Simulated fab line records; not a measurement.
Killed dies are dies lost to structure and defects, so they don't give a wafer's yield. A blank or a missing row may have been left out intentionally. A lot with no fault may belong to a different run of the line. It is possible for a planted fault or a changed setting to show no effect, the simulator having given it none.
Split-lot study | flow n5_finfet | 21 wafers read across 7 lots, on a route 1938 steps long

## ON THE SPLIT
At N5_BEOL_M8_ILD_DEP_00 (deposits SiCOH lowk from DEMS/porogen, target thk 179.75 nm, time 33.4 s), the setting time_s was moved away from the recipe's 33.4 s on 7 of the 21 wafers read, by -13.5% to +9.6%. This setting was run at the recipe's value on the other wafers.

## FROM SPLIT TO READING: 1 step shown by the file between the two
- N5_BEOL_M8_CURE_74: cures SiCOH lowk, time 240 s

## THE READING
M8_ILD_THK, in nm, at N5_BEOL_M8_THK_MEAS_01. Typical for fault-free wafers on this fab line: 155.1 nm, with standard deviation 2.2 nm.

wafer  | tool, chamber at the split | time_s as run, s | against the recipe | M8_ILD_THK, nm | against lot-mates on the recipe
L075.2 | pecvd-04, 1                | 33.4             | recipe             | 152.4          | -
L075.4 | pecvd-04, 1                | 33.4             | recipe             | 153.0          | -
L075.6 | pecvd-04, 2                | 33.4             | recipe             | 155.6          | -
L077.2 | pecvd-02, 1                | 33.4             | recipe             | 154.8          | -
L077.3 | pecvd-02, 1                | 28.88            | -13.5%             | 137.0          | -17.8
L077.6 | pecvd-02, 0                | 28.88            | -13.5%             | 138.1          | -16.7
L085.3 | pecvd-03, 1                | 33.4             | recipe             | 153.7          | -
L085.4 | pecvd-03, 0                | 33.4             | recipe             | 157.7          | -
L085.6 | pecvd-03, 2                | 33.4             | recipe             | 156.9          | -
L087.2 | pecvd-02, 1                | 33.4             | recipe             | 154.0          | -
L087.3 | pecvd-02, 2                | 35.28            | +5.6%              | 163.2          | +9.2
L087.6 | pecvd-02, 1                | 35.28            | +5.6%              | 163.3          | +9.3
L090.2 | pecvd-02, 0                | 33.4             | recipe             | 151.4          | -
L090.5 | pecvd-02, 1                | 29.95            | -10.3%             | 135.6          | -17.3
L090.6 | pecvd-02, 2                | 33.4             | recipe             | 154.4          | -
L094.2 | pecvd-04, 1                | 36.61            | +9.6%              | 166.2          | +13.1
L094.3 | pecvd-04, 0                | 33.4             | recipe             | 152.2          | -
L094.6 | pecvd-04, 0                | 33.4             | recipe             | 153.9          | -
L096.1 | pecvd-03, 0                | 33.4             | recipe             | 154.2          | -
L096.2 | pecvd-03, 1                | 31.01            | -7.2%              | 141.3          | -14.0
L096.4 | pecvd-03, 0                | 33.4             | recipe             | 156.4          | -

FIT RESULTS
A straight line over all 21 wafers: M8_ILD_THK changes by +1.4 nm for each +1% of time_s; r = +0.97; the points scatter about the line by 2.1 nm.
The same after taking each lot's own level away (the mean of its wafers on the recipe; 21 wafers): +1.44 nm for each +1%; r = +0.98; scatter 1.7 nm.
According to that fit, moving time_s by its largest amount changes the reading by 19 nm.
Across the lots, their own levels run from 152.90 to 156.10 nm, a range of 1.5 times the standard deviation given above.
Hence the lot-to-lot level has little effect on the slope; both slopes agree.
Check: -20.1 nm against its lot-mates is what the line predicts for one of the wafers moved furthest among these (-13.5%) when that wafer is left out of the fit. Against them it came out at -17.8 nm.

## ADDITIONAL SPLITS CARRIED BY THESE WAFERS
These wafers also went through other splits before the reading. Each is held against what the fit with the lots' levels taken away leaves over:
other split on the same wafers             | wafers away from the commonest value | r with M8_ILD_THK (lot level and that fit taken away)
N5_BEOL_M6_ALD_77 co_reactant_pulse_time_s | 7                                    | +0.03
N5_BEOL_M7_ILD_DEP_00 time_s               | 10                                   | -0.22

## THE WHOLE CHAIN: every reading that the file lists as answering this split, in the file's order
step                   | what it does                                                             | reading                                                                                  | change (the file's fit)              | r (the file's)
N5_BEOL_M8_ILD_DEP_00  | deposits SiCOH lowk from DEMS/porogen, target thk 179.75 nm, time 33.4 s | SiCOH_lowk_of_BEOL_M8_ILD_DEP_00.thk_nm (the simulator's own value, which no gauge read) | +1.7 nm for each +1% of the setting  | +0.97
N5_BEOL_M8_CURE_74     | cures SiCOH lowk, time 240 s                                             | SiCOH_lowk_of_BEOL_M8_ILD_DEP_00.thk_nm (the simulator's own value, which no gauge read) | +1.49 nm for each +1% of the setting | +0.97
N5_BEOL_M8_THK_MEAS_01 |                                                                          | M8_ILD_THK                                                                               | +1.49 for each +1% of the setting    | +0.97

## THE FILE'S OWN FIT
M8_ILD_THK changes by +1.49 nm for each +1% of time_s, r = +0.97.
